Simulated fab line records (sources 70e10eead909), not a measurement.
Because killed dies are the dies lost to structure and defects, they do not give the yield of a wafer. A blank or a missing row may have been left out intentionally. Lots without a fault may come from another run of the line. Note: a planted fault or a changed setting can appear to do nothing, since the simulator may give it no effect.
Chamber matching / flow nandHarc / NHARC_A_STAIRCASE_DESCUM_11 on rieDiel-02: 4 sister chambers
The step chemistry O2, time 3 s. 7 wafers are shown with their chamber, then 7 later ones without.

WAFERS WITH THEIR CHAMBER
wafer=L078.4; chamber=3; showerheadPlenumPTorr (Torr)=2.06; drypumpMotorCurrentA (A)=6.6
wafer=L078.6; chamber=1; showerheadPlenumPTorr (Torr)=1.92; drypumpMotorCurrentA (A)=6.1
wafer=L084.1; chamber=2; showerheadPlenumPTorr (Torr)=1.84; drypumpMotorCurrentA (A)=6.0
wafer=L084.3; chamber=0; showerheadPlenumPTorr (Torr)=2.03; drypumpMotorCurrentA (A)=5.8
wafer=L084.5; chamber=2; showerheadPlenumPTorr (Torr)=1.84; drypumpMotorCurrentA (A)=6.0
wafer=L087.1; chamber=1; showerheadPlenumPTorr (Torr)=1.91; drypumpMotorCurrentA (A)=6.2
wafer=L087.2; chamber=0; showerheadPlenumPTorr (Torr)=2.03; drypumpMotorCurrentA (A)=5.7

WAFERS WITHOUT THEIR CHAMBER
wafer=L087.6; showerheadPlenumPTorr (Torr)=1.91; drypumpMotorCurrentA (A)=6.1
wafer=L093.1; showerheadPlenumPTorr (Torr)=2.05; drypumpMotorCurrentA (A)=6.6
wafer=L093.4; showerheadPlenumPTorr (Torr)=2.05; drypumpMotorCurrentA (A)=6.6
wafer=L093.5; showerheadPlenumPTorr (Torr)=1.90; drypumpMotorCurrentA (A)=6.1
wafer=L097.1; showerheadPlenumPTorr (Torr)=2.02; drypumpMotorCurrentA (A)=5.7
wafer=L097.3; showerheadPlenumPTorr (Torr)=2.04; drypumpMotorCurrentA (A)=6.6
wafer=L097.4; showerheadPlenumPTorr (Torr)=1.89; drypumpMotorCurrentA (A)=6.1

THE CHAMBER EACH PASSED THROUGH
wafer=L087.6; from the rows above=1; in truth=1
wafer=L093.1; from the rows above=3; in truth=3
wafer=L093.4; from the rows above=3; in truth=3
wafer=L093.5; from the rows above=1; in truth=1
wafer=L097.1; from the rows above=0; in truth=0
wafer=L097.3; from the rows above=3; in truth=3
wafer=L097.4; from the rows above=1; in truth=1
Correct placement for 7 of the 7. Number that these rows cannot place: 0. Wrongly placed: 0.
How it was worked out, from the rows above alone: a wafer's distance from a chamber is the root of the sum, over the readings, of the square of ((its reading less the chamber's mean) divided by the reading's scatter). If the next closest chamber is less than 2 further off than the closest, the wafer can't be placed; otherwise it belongs to the closest. For every chamber, the mean is computed from those of its wafers that are shown. The scatter is the square root of a quotient: the sum, over the shown wafers, of each reading's squared deviation from its chamber's mean, divided by wafers minus chambers.
